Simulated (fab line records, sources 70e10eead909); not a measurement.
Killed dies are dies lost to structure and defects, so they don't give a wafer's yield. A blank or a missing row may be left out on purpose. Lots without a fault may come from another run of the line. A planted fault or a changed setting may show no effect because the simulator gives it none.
fab line records | flow nand_harc
record lots=5 wafers=15 last_day=33
route steps=1302 shown A_WL_FILL@956
lots that met no fault: from a run of the same line without faults
start_h: hours from the record's first day to the start of the lot's first wafer shown | wait_h: hours since the lot's step before | " the same as in the row above | L1.1+2: a row that stands for several wafers | - no value, or no start given | * or withheld: withheld | < > ~ a bound
route shown NAME@n: a module of which the file shows steps, and the number in the route of the first | usual: mean/standard deviation of fault-free wafers | same: alike in all rows | chamber/n: place in a boat | sites: the reading at each site | _std_site: their standard deviation | _edge_site: outer sites' mean less inner sites' | radius_mm: how far each site lies from the wafer's centre | mask NAME#n: copy n | behind: the tool/chamber that last shaped the wafer | hold: why the lot was held/for how many hours/how that ended | device: the transistor (n, p or np) that didn't switch | end of line: the same wafers' tests at the end of the route | a step without rows: its recipe alone | killed: dies lost to structure and defects at the first sort, not the wafer's yield | map: a wafer's dies, x killed, . not, _ none there
set.NAME: the setting as run; set.NAME@STEP: as run at that earlier step | model.NAME: the simulator's own value behind a step, which no gauge read
lots at some steps of the route; a table a step, a row a wafer
services: from which hour (start_h, from the record's first day; less than 0 if before it) a tool's chamber was out of use, for how many hours, and why
## steps
# step NHARC_A_WL_FILL_CVD_03
# recipe target_thk_a=400 temp_c=300 pressure_torr=40 wf6_flow_sccm=40 h2_flow_sccm=1600 ar_flow_sccm=1560 time_s=279 material=W
# usual chamber_pressure_Torr=39.99/0.087 heater_power_w=454/39 mfc_h2_sccm=1600/4.5 throttle_valve_pct=7.95/0.29
# columns lot.wafer tool chamber start_h wait_h chamber_pressure_Torr heater_power_w mfc_h2_sccm throttle_valve_pct
L969.2 cvd_w-02 0 488.88 0.1 39.99 523 1603 8.40
L969.3 " 0 " " 39.94 522 1594 8.30
L969.5 " 0 " " 39.92 494 1597 8.17
L974.4 cvd_w-01 0 525.94 0.2 39.93 421 1603 8.01
L974.6 " 1 " " 39.84 407 1605 7.75
L974.5 " 0 " " 39.98 415 1602 7.61
L980.2 cvd_w-02 0 566.15 0.1 39.94 516 1607 8.28
L980.5 " 0 " " 39.98 515 1602 8.27
L980.6 " 1 " " 40.05 488 1597 7.76
L989.4 cvd_w-01 1 692.60 0.2 40.02 421 1602 8.03
L989.3 " 0 " " 39.82 415 1599 7.78
L989.6 " 1 " " 39.98 421 1605 7.63
L990.4 cvd_w-02 1 692.69 0.2 39.99 469 1600 7.90
L990.6 " 0 " " 39.99 481 1605 8.41
L990.5 " 1 " " 39.86 484 1601 7.92
# step NHARC_A_WL_FILL_ETCHBACK_04
# recipe target_depth_a=600 time_s=120 chemistry=NF3
# usual drypump_motor_current_A=5.78/0.29 he_backside_leak_sccm=3.34/0.18 oes_product_au=0.994/0.0077 run_length_s=141.5/0.53
# columns lot.wafer tool chamber start_h wait_h drypump_motor_current_A he_backside_leak_sccm oes_product_au rf_hours_counter_h run_length_s
L969.2 rie_metal-01 1 489.29 0.4 6.03 3.44 0.997 1.6 141.1
L969.3 " 0 " " 5.67 3.36 0.996 - 142.0
L969.5 " 1 " " 6.07 3.37 1.000 - 141.3
L974.4 rie_metal-02 1 526.26 0.3 5.56 3.48 0.996 - 141.7
L974.6 " 0 " " 5.27 3.45 0.992 - 141.7
L974.5 " 1 " " 5.56 3.51 0.993 - 141.1
L980.2 rie_metal-01 0 566.52 0.3 5.70 3.25 0.993 2.9 142.3
L980.6 " 0 " " 5.70 3.02 0.993 - 142.3
L980.5 " 1 " " 6.05 3.51 0.996 - 141.4
L989.4 rie_metal-02 1 692.94 0.3 5.56 3.40 0.980 - 141.2
L989.3 " 0 " " 5.29 3.42 0.994 - 141.7
L989.6 " 1 " " 5.57 3.32 0.998 - 141.2
L990.4 rie_metal-01 1 693.01 0.3 6.03 3.44 1.014 - 141.4
L990.5 " 0 " " 5.71 3.14 1.006 - 142.0
L990.6 " 1 " " 6.05 3.53 1.007 - 141.0
# step NHARC_A_WL_FILL_ETCHBACK_05
# recipe target_depth_a=220 time_s=60 temp_c=40 chemistry=Cl2/BCl3
# step NHARC_A_WL_FILL_STRIP_27
# recipe power_w=1500 temp_c=250 time_s=20 chemistry=N2/H2
# usual drypump_motor_current_A=5.6/0.34 heater_power_w=334/13 rf_refl_power_W=17/5.4
# columns lot.wafer tool chamber start_h wait_h drypump_motor_current_A heater_power_w rf_hours_counter_h rf_refl_power_W
L969.2 plasma_asher-02 0 489.64 0.1 5.4 337 10 -
L969.3 " 1 " " 6.1 339 - -
L969.5 " 0 " " 5.4 350 - -
L974.4 plasma_asher-02 0 526.82 0.4 5.4 344 - 17
L974.5 " 0 " " 5.4 339 - 17
L974.6 " 1 " " 6.1 346 - 11
L980.2 plasma_asher-02 1 566.92 0.1 6.1 344 27 -
L980.5 " 0 " " 5.4 341 - -
L980.6 " 1 " " 6.1 337 - -
L989.3 plasma_asher-01 1 693.31 0.2 5.2 352 - 23
L989.4 " 0 " " 5.8 304 - 23
L989.6 " 0 " " 5.8 311 - 23
L990.4 plasma_asher-02 1 693.35 0.2 6.1 344 - 10
L990.5 " 0 " " 5.4 345 - 17
L990.6 " 1 " " 6.1 332 - 11
# step NHARC_A_WL_FILL_STRIP_28
# recipe time_s=1200 temp_c=72.5 chemistry=post_etch_residue_remover
# step NHARC_A_WL_FILL_PRECLEAN_06
# recipe time_s=300 chemistry=DIW
# step NHARC_A_WL_FILL_SRD_07
# step NHARC_A_WL_FILL_ANNEAL_08
# recipe temp_c=450 time_s=1800
# step NHARC_A_WL_FILL_ALD_10
# recipe target_thk_a=500 pulse_time_s=10 ald_cycles=500 temp_c=300 material=SiO2
# step NHARC_A_WL_FILL_ETCHBACK_16
# recipe target_depth_a=1200 time_s=24 c4f8_flow_sccm=withheld o2_flow_sccm=8 ar_flow_sccm=withheld rf_w=600 bias_w=800 chemistry=C4F8/O2/Ar
# usual oes_product_au=0.98/0.032 rf_vpp_V=724/3.3 run_length_s=45.3/0.45
# columns lot.wafer tool chamber start_h wait_h oes_product_au rf_hours_counter_h rf_vpp_V run_length_s
L969.3 rie_diel-03 0 - - 1.01 1.4 723 45.1
L969.2 " 2 " " 1.00 1.2 721 45.2
L969.5 " 3 " " 1.00 - 730 46.2
L974.4 rie_diel-05 1 - - 1.00 4.1 725 45.4
L974.5 " 0 " " 1.01 - 725 45.4
L974.6 " 1 " " 1.00 - 725 45.2
L980.2 rie_diel-03 1 - - 1.00 3.6 722 45.6
L980.6 " 2 " " 1.00 - 722 45.2
L980.5 " 1 " " 1.01 - 723 45.9
L990.4 rie_diel-08 0 - - 0.91 - 725 45.5
L990.5 " 2 " " 0.91 - 716 44.9
L990.6 " 3 " " 0.91 - 725 45.5
L989.3 rie_diel-05 0 - - 0.99 5.9 725 45.3
L989.4 " 3 " " 0.99 5.5 719 45.5
L989.6 " 0 " " 1.00 - 726 45.2
# step NHARC_A_WL_FILL_STRIP_29
# recipe time_s=20 o2_flow_sccm=500 ar_flow_sccm=0 bias_w=0 chemistry=O2
# usual drypump_motor_current_A=5.7/0.52 oes_product_au=1.001/0.01 rf_vpp_V=57.8/0.97 showerhead_plenum_p_Torr=3.54/0.11 throttle_valve_pct=17.037/0.0097
# columns lot.wafer tool chamber start_h wait_h drypump_motor_current_A oes_product_au rf_hours_counter_h rf_vpp_V showerhead_plenum_p_Torr throttle_valve_pct
L969.3 rie_diel-03 0 502.42 0.1 6.2 1.004 1.4 56.7 3.48 17.024
L969.2 " 1 " " 6.0 1.001 1.3 58.4 3.54 17.021
L969.5 " 3 " " 5.3 1.016 - 60.1 3.76 17.040
L974.4 rie_diel-05 3 538.84 0.1 4.7 0.997 4.2 56.6 3.43 17.010
L974.6 " 2 " " 5.1 0.981 - 59.4 3.67 17.060
L974.5 " 3 " " 4.7 0.991 - 58.0 3.43 17.025
L980.2 rie_diel-03 2 576.63 0.1 5.0 0.997 3.6 57.6 3.51 17.040
L980.5 " 1 " " 5.9 1.009 - 58.3 3.54 17.029
L980.6 " 0 " " 6.2 1.002 - 56.8 3.48 17.028
L990.6 rie_diel-08 0 703.53 0.1 5.8 0.992 - 57.1 3.56 17.029
L990.5 " 2 " " 5.9 1.010 - 58.8 3.30 17.035
L990.4 " 3 " " 6.5 1.002 - 57.5 3.60 17.038
L989.4 rie_diel-05 1 705.70 0.1 5.8 0.997 6.8 59.1 3.61 17.036
L989.3 " 0 " " 5.9 0.996 6.0 57.7 3.57 17.037
L989.6 " 2 " " 5.1 0.992 - 57.0 3.67 17.039
# step NHARC_A_WL_FILL_ETCHBACK_17
# recipe target_depth_a=40 time_s=26.7 chemistry=Cl2/BCl3
# usual drypump_motor_current_A=5.9/0.34 he_backside_leak_sccm=3.3/0.32 oes_product_au=0.995/0.0081 run_length_s=48.0/0.48
# columns lot.wafer tool chamber start_h wait_h drypump_motor_current_A he_backside_leak_sccm oes_product_au rf_hours_counter_h run_length_s
L969.2 rie_metal-01 0 502.53 - 5.7 2.9 0.992 1.9 48.6
L969.3 " 1 " " 6.1 3.4 0.995 - 47.8
L969.5 " 0 " " 5.7 2.9 0.989 - 48.7
L974.4 rie_metal-01 1 538.98 - 6.0 3.5 0.995 - 47.7
L974.6 " 0 " " 5.7 3.3 1.003 - 48.6
L974.5 " 1 " " 6.0 3.4 1.000 - 47.6
L980.2 rie_metal-03 1 576.74 - 6.3 2.9 1.000 0.8 48.0
L980.6 " 0 " " 6.0 3.5 0.986 - 47.4
L980.5 " 1 " " 6.3 2.9 1.001 - 47.8
L990.4 rie_metal-02 1 703.67 - 5.6 3.6 0.977 - 48.2
L990.5 " 0 " " 5.3 3.4 1.013 - 48.5
L990.6 " 1 " " 5.6 3.7 0.986 - 47.8
L989.4 rie_metal-03 1 705.83 - 6.3 3.0 1.010 - 38.4
L989.3 " 0 " " 6.0 3.1 0.993 - 47.7
L989.6 " 1 " " 6.3 2.8 1.006 - 47.9
# step NHARC_A_WL_FILL_PRECLEAN_18
# recipe time_s=30 chemistry=dHF
## services
# columns tool chamber start_h hours kind
rie_diel-05 2 466.97 3.1 repair
cvd_w-02 - 467.77 0.7 repair
rie_metal-03 1 470.81 18.3 repair
rie_diel-08 - 485.79 0.5 repair
rie_diel-05 0 505.02 9.3 repair
cvd_w-01 - 505.02 2.6 repair
cvd_w-01 - 509.87 4.1 repair
rie_metal-03 - 519.00 9.0 pm
cvd_w-01 - 547.00 13.0 pm
cvd_w-02 - 552.79 1.8 repair
rie_diel-08 - 569.64 9.0 pm
rie_diel-03 3 573.51 12.1 repair
rie_metal-01 - 575.14 9.0 pm
cvd_w-01 0 581.55 9.1 repair
rie_metal-03 0 584.70 1.7 repair
rie_diel-05 - 586.31 9.0 pm
plasma_asher-02 - 603.33 9.0 pm
cvd_w-01 - 608.11 0.6 repair
plasma_asher-02 - 612.34 2.1 repair
cvd_w-02 - 631.00 13.0 pm
rie_metal-02 - 631.00 9.0 pm
rie_metal-01 1 635.18 4.0 repair
rie_diel-03 - 635.32 9.0 pm
plasma_asher-02 - 668.92 0.6 repair
## key
first_sign step=NHARC_A_WL_FILL_ETCHBACK_17 reading=run_length_s direction=down sigmas=20 usual=* struck=*
effect none on later readings
met_at NHARC_A_WL_FILL_ETCHBACK_17
struck_wafers L989.4
later_rows_left_out L989.4
sort_left_out L989.4
tester_left_out L989
onset_between 576.74 705.83
fault kind=process_parameter_drift tool=rie_metal-03 chamber=- onset_h=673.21 steps=NHARC_A_WL_FILL_ETCHBACK_17 channel=time_s offset=* shape=step end_h=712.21 scope=struck_wafers_only acts_in=* stated=*
# tester_left_out: of these lots the tester's yield and bins aren't shown, on N5 and GAA mostly nor the transistor test; their killed dies are dies lost to structure and defects alone, not to doping, threshold or leakage, so they don't give the yield
# sort_left_out: the simulated sort isn't trusted on such a fault, so these wafers' sort isn't shown, and their yield isn't known
# later_rows_left_out: the simulator's readings of these wafers behind a module that went badly wrong aren't trusted and aren't shown, but for the sort
